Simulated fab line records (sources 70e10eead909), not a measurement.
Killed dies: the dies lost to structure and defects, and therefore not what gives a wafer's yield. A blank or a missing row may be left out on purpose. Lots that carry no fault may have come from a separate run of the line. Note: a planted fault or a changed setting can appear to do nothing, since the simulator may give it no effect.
fab line records ; flow nand_harc
record lots=6; wafers=18; last_day=24
route steps=1159 shown P_GATE@178 P_CONTACT@217 END@1159
lots that met no fault: from a run of the same line without faults
start_h: start of the lot's first displayed wafer, in hours after the record's first day ; wait_h: hours since the lot's step before ; " identical to the entry in the row above ; L1.1+2: a single row standing in for several wafers ; - no value, or no start was given ; * or withheld: withheld ; < > ~ a bound
route shown NAME@n: names a module that has steps shown in the file, with the first one's number in the route ; usual: mean and standard deviation over wafers with no fault ; same: alike in all rows ; chamber/n: place in a boat ; sites: per-site readings ; _std_site: the values' standard deviation ; _edge_site: outer sites' mean less inner sites' ; radius_mm: for every site, how far away it sits from the centre of the wafer ; mask NAME#n: copy n ; behind: the most recent tool/chamber to have shaped the wafer ; hold: why the lot went on hold/how many hours it stayed there/how the hold came to an end ; device: names the non-switching transistor (n, p or np) ; end of line: at the end of the route, the tests of the same wafers ; where a step has no rows: the recipe by itself ; killed: the dies lost at the first sort to structure and to defects; this is not the yield of the wafer ; map: dies across one wafer; x = killed, . = not, _ = none there
set.NAME: the run value of the setting; set.NAME@STEP: its run value at that earlier step ; model.NAME: the simulator's own value behind a step, which no gauge read
lots seen at some steps along the route; tables by step, rows by wafer
services: the hour from which a tool's chamber was out of use, counted from the record's first day as start_h (under 0 if before that day), plus the number of hours and why
## steps
# step NHARC_P_GATE_HMDS_52
# recipe time_s=30
# step NHARC_P_GATE_COAT_53
# recipe spin_rpm=3000
# step NHARC_P_GATE_SOFTBAKE_54
# recipe temp_c=122; time_s=95
# step NHARC_P_GATE_EBR_55
# step NHARC_P_GATE_EXPOSE_56
# recipe na=0.6; target_cd_nm=720; dose_mj=14.81; mask_id=P_PSD
# step NHARC_P_GATE_PEB_57
# recipe peb_temp_c=118; peb_time_s=85
# step NHARC_P_GATE_DEVELOP_58
# recipe time_s=70
# step NHARC_P_GATE_CD_MEAS_59
# recipe target_cd_nm=720; landing_energy_ev=500
# usual cd_nm=719.9/1.9
lot.wafer;tool;chamber;start_h;wait_h;cd_nm
L964.3;cd_sem-02;0;106.16;-;722.7
L964.4;cd_sem-02;0;106.16;-;722.9
L964.6;cd_sem-02;0;106.16;-;720.7
L970.2;cd_sem-02;0;136.41;-;718.5
L970.3;cd_sem-02;0;136.41;-;721.3
L970.5;cd_sem-02;0;136.41;-;716.8
L971.2;cd_sem-03;0;145.91;-;723.7
L971.3;cd_sem-03;0;145.91;-;719.6
L971.4;cd_sem-03;0;145.91;-;721.3
L972.1;cd_sem-01;0;151.67;-;717.4
L972.3;cd_sem-01;0;151.67;-;718.5
L972.5;cd_sem-01;0;151.67;-;716.9
L984.4;cd_sem-03;0;222.52;-;718.3
L984.5;cd_sem-03;0;222.52;-;715.9
L984.6;cd_sem-03;0;222.52;-;716.1
L986.1;cd_sem-03;0;229.27;-;718.1
L986.2;cd_sem-03;0;229.27;-;721.5
L986.5;cd_sem-03;0;229.27;-;720.7
# step NHARC_P_GATE_HARDBAKE_60
# recipe temp_c=125; time_s=80
# step NHARC_P_GATE_DESCUM_61
# recipe time_s=3; o2_flow_sccm=200; ar_flow_sccm=0; bias_power_w=0; chemistry=O2
# usual drypump_motor_current_A=5.9/0.4; oes_product_au=1.005/0.0074; rf_vpp_V=57.8/0.8; showerhead_plenum_p_Torr=1.91/0.075; throttle_valve_pct=11.310/0.0095
lot.wafer;tool;chamber;start_h;wait_h;drypump_motor_current_A;oes_product_au;rf_hours_counter_h;rf_vpp_V;showerhead_plenum_p_Torr;throttle_valve_pct
L964.3;rie_diel-10;2;106.36;-;5.2;1.007;40;57.1;1.98;11.312
L964.4;rie_diel-10;3;106.36;-;5.7;0.999;42;57.4;1.97;11.314
L964.6;rie_diel-10;0;106.36;-;5.7;1.007;-;57.0;1.93;11.315
L970.3;rie_diel-08;1;136.56;-;6.5;1.009;0;58.6;2.03;11.317
L970.2;rie_diel-08;0;136.56;-;5.8;0.999;0;58.9;1.91;11.297
L970.5;rie_diel-08;2;136.56;-;5.8;0.999;-;56.9;1.79;11.327
L971.2;rie_diel-11;1;146.08;-;6.1;0.997;32;56.9;1.90;11.295
L971.4;rie_diel-11;2;146.08;-;6.0;1.011;30;58.0;1.94;11.299
L971.3;rie_diel-11;3;146.08;-;6.5;1.008;32;57.0;1.97;11.309
L972.1;rie_diel-08;0;151.85;-;5.7;1.008;2;59.0;1.91;11.300
L972.3;rie_diel-08;1;151.85;-;6.5;1.021;2;58.0;2.03;11.298
L972.5;rie_diel-08;2;151.85;-;5.8;1.007;-;58.3;1.79;11.301
L984.6;rie_diel-08;3;222.72;-;5.6;1.014;-;58.0;1.92;11.311
L984.5;rie_diel-08;1;222.72;-;6.5;1.010;-;59.3;2.02;11.301
L984.4;rie_diel-08;2;222.72;-;5.8;1.005;-;57.4;1.79;11.296
L986.2;rie_diel-08;3;229.44;-;5.6;1.003;16;58.8;1.92;11.306
L986.1;rie_diel-08;1;229.44;-;6.5;1.014;16;56.4;2.02;11.316
L986.5;rie_diel-08;1;229.44;-;6.5;1.008;-;57.6;2.02;11.318
# step NHARC_P_GATE_IMPLANT_62
# recipe energy_kev=20; dose_cm2=3e+15; tilt_deg=7
# step NHARC_P_GATE_STRIP_112
# recipe power_w=1500; temp_c=110; time_s=200; chemistry=N2/H2
# usual drypump_motor_current_A=5.70/0.19; heater_power_w=89/5.8
lot.wafer;tool;chamber;start_h;wait_h;drypump_motor_current_A;heater_power_w;rf_hours_counter_h
L964.3;plasma_asher-02;1;107.01;0.4;5.69;97;-
L964.4;plasma_asher-02;0;107.01;0.4;5.73;93;-
L964.6;plasma_asher-02;1;107.01;0.4;5.70;99;-
L970.2;plasma_asher-02;1;136.98;0.2;5.82;99;41
L970.3;plasma_asher-02;0;136.98;0.2;5.72;94;-
L970.5;plasma_asher-02;0;136.98;0.2;5.71;92;-
L971.2;plasma_asher-02;1;146.45;0.2;5.75;98;44
L971.3;plasma_asher-02;1;146.45;0.2;5.75;97;-
L971.4;plasma_asher-02;0;146.45;0.2;5.71;96;-
L972.1;plasma_asher-02;0;152.24;0.2;5.71;92;46
L972.3;plasma_asher-02;0;152.24;0.2;5.71;95;-
L972.5;plasma_asher-02;0;152.24;0.2;5.71;90;-
L984.4;plasma_asher-02;1;223.20;0.2;5.71;94;-
L984.6;plasma_asher-02;0;223.20;0.2;5.72;88;-
L984.5;plasma_asher-02;1;223.20;0.2;5.71;95;-
L986.1;plasma_asher-02;0;229.94;0.3;5.70;88;10
L986.2;plasma_asher-02;1;229.94;0.3;5.78;95;10
L986.5;plasma_asher-02;0;229.94;0.3;5.72;89;-
# step NHARC_P_GATE_STRIP_76
# recipe power_w=1500; temp_c=250; chemistry=O2
# usual drypump_motor_current_A=5.70/0.19; heater_power_w=331/22
lot.wafer;tool;chamber;start_h;wait_h;drypump_motor_current_A;heater_power_w;rf_hours_counter_h
L964.3;plasma_asher-02;1;107.20;0.2;5.78;348;-
L964.4;plasma_asher-02;0;107.20;0.2;5.73;344;-
L964.6;plasma_asher-02;1;107.20;0.2;5.76;374;-
L970.2;plasma_asher-02;1;137.21;0.2;5.75;369;41
L970.3;plasma_asher-02;0;137.21;0.2;5.71;345;-
L970.5;plasma_asher-02;0;137.21;0.2;5.71;353;-
L971.2;plasma_asher-02;1;146.71;0.2;5.75;357;44
L971.3;plasma_asher-02;1;146.71;0.2;5.75;363;-
L971.4;plasma_asher-02;0;146.71;0.2;5.70;349;-
L972.1;plasma_asher-02;0;152.47;0.2;5.72;350;46
L972.3;plasma_asher-02;0;152.47;0.2;5.72;352;-
L972.5;plasma_asher-02;0;152.47;0.2;5.71;349;-
L984.4;plasma_asher-02;1;223.36;0.1;5.74;351;-
L984.6;plasma_asher-02;0;223.36;0.1;5.70;328;-
L984.5;plasma_asher-02;1;223.36;0.1;5.75;349;-
L986.1;plasma_asher-02;0;230.20;0.2;5.73;325;11
L986.2;plasma_asher-02;1;230.20;0.2;5.78;338;11
L986.5;plasma_asher-02;0;230.20;0.2;5.72;328;-
# step NHARC_P_GATE_STRIP_63
# recipe time_s=900; temp_c=130; chemistry=SPM
# step NHARC_P_GATE_DEHYDRATE_83
# recipe temp_c=150; time_s=120
# step NHARC_P_GATE_HMDS_84
# recipe time_s=30
# step NHARC_P_GATE_COAT_85
# recipe spin_rpm=3000
# step NHARC_P_GATE_SOFTBAKE_86
# recipe temp_c=122; time_s=95
# step NHARC_P_GATE_EBR_87
# step NHARC_P_GATE_EXPOSE_88
# recipe na=0.6; target_cd_nm=2000; dose_mj=11.87; mask_id=P_HVN
# step NHARC_P_GATE_PEB_89
# recipe peb_temp_c=118; peb_time_s=85
# step NHARC_P_GATE_DEVELOP_90
# recipe time_s=70
# step NHARC_P_GATE_CD_MEAS_91
# recipe target_cd_nm=2000; landing_energy_ev=500
# usual cd_nm=1999.4/2
lot.wafer;tool;chamber;start_h;wait_h;cd_nm
L964.3;cd_sem-01;0;107.98;-;1998.9
L964.4;cd_sem-01;0;107.98;-;2000.2
L964.6;cd_sem-01;0;107.98;-;1999.2
L970.2;cd_sem-03;0;138.13;-;1997.6
L970.3;cd_sem-03;0;138.13;-;1999.1
L970.5;cd_sem-03;0;138.13;-;1998.7
L971.2;cd_sem-01;0;147.50;-;1999.8
L971.3;cd_sem-01;0;147.50;-;1999.9
L971.4;cd_sem-01;0;147.50;-;2000.7
L972.1;cd_sem-03;0;153.27;-;2000.1
L972.3;cd_sem-03;0;153.27;-;2001.7
L972.5;cd_sem-03;0;153.27;-;2003.3
L984.4;cd_sem-01;0;224.13;-;1997.2
L984.5;cd_sem-01;0;224.13;-;2000.3
L984.6;cd_sem-01;0;224.13;-;2001.9
L986.1;cd_sem-02;0;231.13;-;1998.4
L986.2;cd_sem-02;0;231.13;-;1997.6
L986.5;cd_sem-02;0;231.13;-;1996.1
# step NHARC_P_GATE_HARDBAKE_92
# recipe temp_c=125; time_s=80
# step NHARC_P_GATE_DESCUM_93
# recipe time_s=3; o2_flow_sccm=200; ar_flow_sccm=0; bias_power_w=0; chemistry=O2
# usual drypump_motor_current_A=5.9/0.42; oes_product_au=1.003/0.0084; rf_vpp_V=57.8/0.93; showerhead_plenum_p_Torr=1.91/0.076; throttle_valve_pct=11.311/0.0087
lot.wafer;tool;chamber;start_h;wait_h;drypump_motor_current_A;oes_product_au;rf_hours_counter_h;rf_vpp_V;showerhead_plenum_p_Torr;throttle_valve_pct
L964.4;rie_diel-10;1;108.14;-;5.2;0.988;39;56.8;1.83;11.322
L964.3;rie_diel-10;3;108.14;-;5.7;1.001;42;57.2;1.97;11.313
L964.6;rie_diel-10;0;108.14;-;5.8;0.993;-;56.5;1.93;11.314
L970.3;rie_diel-08;0;138.28;-;5.8;1.004;1;57.1;1.91;11.309
L970.2;rie_diel-08;3;138.28;-;5.5;1.010;0;58.6;1.92;11.318
L970.5;rie_diel-08;0;138.28;-;5.8;1.004;-;56.6;1.91;11.304
L971.3;rie_diel-08;2;147.66;-;5.8;0.996;1;58.7;1.79;11.328
L971.2;rie_diel-08;3;147.66;-;5.5;1.002;1;57.2;1.92;11.312
L971.4;rie_diel-08;1;147.66;-;6.5;1.002;2;59.0;2.03;11.294
L972.1;rie_diel-08;3;153.43;-;5.6;1.010;2;58.3;1.92;11.315
L972.3;rie_diel-08;0;153.43;-;5.7;0.988;2;57.8;1.91;11.316
L972.5;rie_diel-08;3;153.43;-;5.6;1.005;-;59.6;1.92;11.310
L984.4;rie_diel-10;3;224.34;-;5.6;1.011;16;58.1;1.96;11.302
L984.6;rie_diel-10;1;224.34;-;5.2;0.993;-;57.2;1.81;11.306
L984.5;rie_diel-10;2;224.34;-;5.2;0.996;-;57.3;1.97;11.294
L986.2;rie_diel-08;2;231.30;-;5.8;1.005;16;58.9;1.79;11.316
L986.1;rie_diel-08;0;231.30;-;5.8;0.997;14;58.2;1.90;11.318
L986.5;rie_diel-08;2;231.30;-;5.8;1.004;-;58.5;1.79;11.320
# step NHARC_P_GATE_IMPLANT_94
# recipe energy_kev=60; dose_cm2=2e+15; tilt_deg=7
# step NHARC_P_GATE_STRIP_113
# recipe power_w=1500; temp_c=110; time_s=740; chemistry=N2/H2
# step NHARC_P_GATE_STRIP_95
# recipe power_w=1500; temp_c=250; chemistry=O2
# usual drypump_motor_current_A=5.70/0.18; heater_power_w=331/22
lot.wafer;tool;chamber;start_h;wait_h;drypump_motor_current_A;heater_power_w;rf_hours_counter_h
L964.4;plasma_asher-01;0;109.25;0.4;5.39;320;-
L964.3;plasma_asher-01;1;109.25;0.4;5.89;303;-
L964.6;plasma_asher-01;0;109.25;0.4;5.42;325;-
L970.2;plasma_asher-02;0;139.65;0.5;5.71;339;43
L970.3;plasma_asher-02;0;139.65;0.5;5.72;338;-
L970.5;plasma_asher-02;1;139.65;0.5;5.73;359;-
L971.2;plasma_asher-02;1;148.74;0.5;5.74;372;45
L971.3;plasma_asher-02;0;148.74;0.5;5.72;349;-
L971.4;plasma_asher-02;1;148.74;0.5;5.74;358;-
L972.1;plasma_asher-01;0;154.53;0.5;5.40;329;15
L972.3;plasma_asher-01;0;154.53;0.5;5.38;320;-
L972.5;plasma_asher-01;0;154.53;0.5;5.42;318;-
L984.4;plasma_asher-01;1;225.43;0.3;5.89;301;-
L984.6;plasma_asher-01;0;225.43;0.3;5.42;326;-
L984.5;plasma_asher-01;1;225.43;0.3;5.89;302;-
L986.2;plasma_asher-02;1;232.63;0.6;5.74;354;12
L986.1;plasma_asher-02;0;232.63;0.6;5.71;325;12
L986.5;plasma_asher-02;0;232.63;0.6;5.70;338;-
# step NHARC_P_GATE_STRIP_96
# recipe time_s=900; temp_c=130; chemistry=SPM
# step NHARC_P_GATE_RTA_64
# recipe temp_c=1050; time_s=1
# step NHARC_P_GATE_ETCH_77
# recipe target_depth_a=60; chemistry=dHF; material=SiO2
# step NHARC_P_GATE_DEGAS_109
# recipe temp_c=300; time_s=60
# step NHARC_P_GATE_PRE_CLEAN_110
# recipe time_s=30; bias_v=200; gas=Ar
# step NHARC_P_GATE_SPUTTER_78
# recipe target_thk_a=100; material=Ni
# step NHARC_P_GATE_SPUTTER_79
# recipe target_thk_a=100; material=TiN
# step NHARC_P_GATE_RTA_80
# recipe temp_c=300; time_s=30
# step NHARC_P_GATE_STRIP_67
# recipe time_s=600; temp_c=130; chemistry=SPM
# step NHARC_P_GATE_RTA_82
# recipe temp_c=450; time_s=30
# usual lamp_power_pct=3.81/0.038; wafer_temp_C_max=452.1/0.96
lot.wafer;tool;chamber;start_h;wait_h;lamp_power_pct;wafer_temp_C_max
L964.3;rtp_anneal-01;0;110.91;-;3.84;451.0
L964.4;rtp_anneal-01;0;110.91;-;3.84;451.2
L964.6;rtp_anneal-01;0;110.91;-;3.83;450.7
L970.2;rtp_anneal-02;0;141.30;-;3.76;453.8
L970.3;rtp_anneal-02;0;141.30;-;3.77;453.0
L970.5;rtp_anneal-02;0;141.30;-;3.76;453.0
L971.2;rtp_anneal-02;0;150.39;-;3.76;453.2
L971.3;rtp_anneal-02;0;150.39;-;3.76;453.9
L971.4;rtp_anneal-02;0;150.39;-;3.76;453.1
L972.1;rtp_anneal-02;0;156.18;-;3.76;452.6
L972.3;rtp_anneal-02;0;156.18;-;3.76;452.4
L972.5;rtp_anneal-02;0;156.18;-;3.76;453.3
L984.4;rtp_anneal-02;0;227.11;-;3.76;454.2
L984.5;rtp_anneal-02;0;227.11;-;3.76;453.6
L984.6;rtp_anneal-02;0;227.11;-;3.76;452.9
L986.1;rtp_anneal-01;0;234.37;-;3.84;451.2
L986.2;rtp_anneal-01;0;234.37;-;3.84;451.5
L986.5;rtp_anneal-01;0;234.37;-;3.84;451.7
# step NHARC_P_GATE_INSPECT_68
# usual raw_defect_count=212/82
lot.wafer;tool;chamber;start_h;wait_h;raw_defect_count
L964.3;defect_inspect-02;-;111.05;0.1;219
L964.4;defect_inspect-02;-;111.05;0.1;210
L964.6;defect_inspect-02;-;111.05;0.1;391
L970.2;defect_inspect-02;-;141.47;0.1;162
L970.3;defect_inspect-02;-;141.47;0.1;215
L970.5;defect_inspect-02;-;141.47;0.1;213
L971.2;defect_inspect-01;-;150.56;0.1;1021
L971.3;defect_inspect-01;-;150.56;0.1;938
L971.4;defect_inspect-01;-;150.56;0.1;874
L972.1;defect_inspect-01;-;156.38;0.2;914
L972.3;defect_inspect-01;-;156.38;0.2;1077
L972.5;defect_inspect-01;-;156.38;0.2;1038
L984.4;defect_inspect-01;-;227.23;0.1;75
L984.5;defect_inspect-01;-;227.23;0.1;133
L984.6;defect_inspect-01;-;227.23;0.1;239
L986.1;defect_inspect-01;-;234.59;0.2;223
L986.2;defect_inspect-01;-;234.59;0.2;315
L986.5;defect_inspect-01;-;234.59;0.2;198
# step NHARC_P_CONTACT_DEP_30
# recipe target_thk_a=300; temp_c=400; target_thk_nm=30; flow_sccm=200; rf_w=450; material=SiNx
# step NHARC_END_SORT_01
# recipe temp_c=25
# usual killed_at_array=29/11; killed_at_other=0.6/0.75; killed_at_periphery=3.1/2.1; killed_dies=32/11; killed_open=3.0/1.8; killed_short=1.8/1.3
# same gross_dies=677
lot.wafer;tool;chamber;start_h;wait_h;killed_at_array;killed_at_other;killed_at_periphery;killed_dies;killed_open;killed_short
L971.2;prober-01;0;475.45;2.8;37;1;101;139;4;1
L971.3;prober-01;0;476.26;3.1;28;0;83;111;1;1
L971.4;prober-01;0;477.07;3.4;19;0;48;67;2;2
L972.1;prober-02;0;489.83;2.5;32;1;44;77;3;2
L972.3;prober-02;0;491.42;3.1;27;0;42;69;0;1
L972.5;prober-02;0;493.01;3.7;21;2;42;65;4;1
# killed by level:class
L971.2 P_GATE:unspecified=98 A_SLIT:chamber_film_flake=14 A_CHANNEL_HOLE_D1:chamber_film_flake=14 A_CONTACT:chamber_film_flake=3 P_STI:chamber_film_flake=2 A_STAIRCASE:chamber_film_flake=2 P_M0:geometric_particle:short=1 A_WL_FILL:geometric_particle:open=1
L971.3 P_GATE:unspecified=81 A_CHANNEL_HOLE_D1:chamber_film_flake=10 A_SLIT:chamber_film_flake=9 A_CHANNEL_FILL_D1:chamber_film_flake=3 P_M0:chamber_film_flake=2 A_STAIRCASE:chamber_film_flake=2 A_M0:geometric_particle:short=1 A_M1:geometric_particle:open=1
L971.4 P_GATE:unspecified=43 A_SLIT:chamber_film_flake=9 P_STI:chamber_film_flake=4 A_CHANNEL_HOLE_D1:chamber_film_flake=3 A_CONTACT:chamber_film_flake=2 P_CONTACT:geometric_particle:open=1 A_CHANNEL_HOLE_D1:geometric_particle:short=1 A_CHANNEL_HOLE_D1:geometric_particle:open=1
L972.1 P_GATE:unspecified=39 A_CHANNEL_HOLE_D1:chamber_film_flake=11 A_SLIT:chamber_film_flake=10 P_ZERO_WELL:chamber_film_flake=5 A_ONON_D1:geometric_particle:short=2 A_CHANNEL_FILL_D1:chamber_film_flake=2 A_WL_FILL:chamber_film_flake=2 A_M1:chamber_film_flake=2
L972.3 P_GATE:unspecified=38 A_SLIT:chamber_film_flake=16 P_ZERO_WELL:chamber_film_flake=3 A_ZERO_WELL:chamber_film_flake=3 A_CHANNEL_FILL_D1:chamber_film_flake=3 A_CHANNEL_HOLE_D1:chamber_film_flake=2 A_ONON_D1:geometric_particle:short=1 P_CONTACT:chamber_film_flake=1
L972.5 P_GATE:unspecified=37 A_SLIT:chamber_film_flake=8 P_ZERO_WELL:chamber_film_flake=4 A_ZERO_WELL:chamber_film_flake=2 A_CHANNEL_HOLE_D1:chamber_film_flake=2 A_CHANNEL_FILL_D1:chamber_film_flake=2 THIN_TSV:chamber_film_flake=2 A_ONON_D1:geometric_particle:open=1
# map L971.2 (x killed, . not)
____________.____________
_________...x..._________
_______.x........._______
______.............______
_____.xxxx...x......_____
____xxxxxx...........____
____.xxxxxx...x......____
___xxxxxxxx...........___
___xxxxxxxx...........___
__.xxxxxxxxx...........__
__xxxxxxxxx............__
_.xxxxxxxxx.x.....x....._
_.xxxxxxxxxx...x........_
_..xxxxxxxxx............_
_..xxxxxxx.............._
_...xxxxxx..x..........._
......xxxx...............
......xx.................
.......xx.x............x.
......xx.xx..............
....xxx..x...............
_....x.x................_
_..............x........_
_.....x................._
_...x..x................_
_......................._
__.....................__
__.....................__
___.........x.........___
___...................___
____.................____
____............x....____
_____.........x..x.._____
______.......xx.xx.______
_______....x.x.xx._______
_________..x.xxx_________
____________.____________
# map L972.1 (x killed, . not)
____________.____________
_________......._________
_______.x........._______
______..x........x.______
_____..............._____
____.................____
____x................____
___..............x....___
___...................___
__.....................__
__.....................__
_.x..............x.....x_
_x..xx.................._
_xx....................._
_xxx...x...............x_
_xx...x................._
xxx.x.xx.........x.x.....
xxxx..x..................
xxxxxx.x.x...............
xxxxxx..x.x..............
xxx.x..x.................
_xxx...xx..............._
_xxx...................._
_xx....xx..............._
_xx..x..x..............._
_......................._
__x....................__
__.....................__
___...................___
___................x.x___
____..........x......____
____.................____
_____........x......_____
______.............______
_______..........._______
_________..x...._________
____________.____________
## services
tool;chamber;start_h;hours;kind
plasma_asher-01;-;99.00;9.0;pm
rie_diel-08;0;103.97;-;clean
rie_diel-08;1;103.97;-;clean
rie_diel-08;2;103.97;-;clean
rie_diel-08;3;103.97;-;clean
rie_diel-08;-;124.82;9.0;pm
rie_diel-08;0;124.82;9.0;vent_cycle
rie_diel-08;1;124.82;9.0;vent_cycle
rie_diel-11;1;139.03;2.7;repair
rie_diel-08;2;165.39;1.7;repair
plasma_asher-01;-;167.84;1.9;repair
rie_diel-10;-;169.31;2.4;repair
rie_diel-10;-;176.51;9.0;pm
plasma_asher-02;-;183.29;9.0;pm
plasma_asher-02;0;183.29;9.0;vent_cycle
plasma_asher-02;1;183.29;9.0;vent_cycle
rie_diel-11;0;190.93;4.3;repair
plasma_asher-02;0;192.29;-;clean
plasma_asher-02;1;192.29;-;clean
rie_diel-10;0;205.61;9.2;repair
rie_diel-10;-;213.33;0.7;repair
rie_diel-11;1;216.08;4.8;repair
rie_diel-08;0;221.21;8.3;repair
rie_diel-11;-;221.64;9.0;pm
## key
first_sign step=NHARC_P_GATE_INSPECT_68; reading=raw_defect_count; direction=up; sigmas=9.4; usual=212; struck=977
effect step=NHARC_END_SORT_01; reading=killed_at_periphery; direction=up; sigmas=27; usual=3.1; struck=60
more_kills_born_at NHARC_P_GATE_STRIP_76@plasma_asher-02=336
met_at NHARC_P_GATE_STRIP_76
struck_wafers L971.2,L971.3,L971.4,L972.1,L972.3,L972.5
tester_left_out L971,L972
onset_between 137.21 146.71
fault kind=chamber_particle_source; tool=plasma_asher-02; chamber=-; onset_h=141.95; steps=NHARC_P_GATE_STRIP_76; rate_per_visit_cm2=1.2539; end_h=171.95
# tester_left_out: of these lots the tester's yield and bins aren't shown, on N5 and GAA mostly nor the transistor test; their killed dies are dies lost to structure and defects alone, not to doping, threshold or leakage, so they don't give the yield
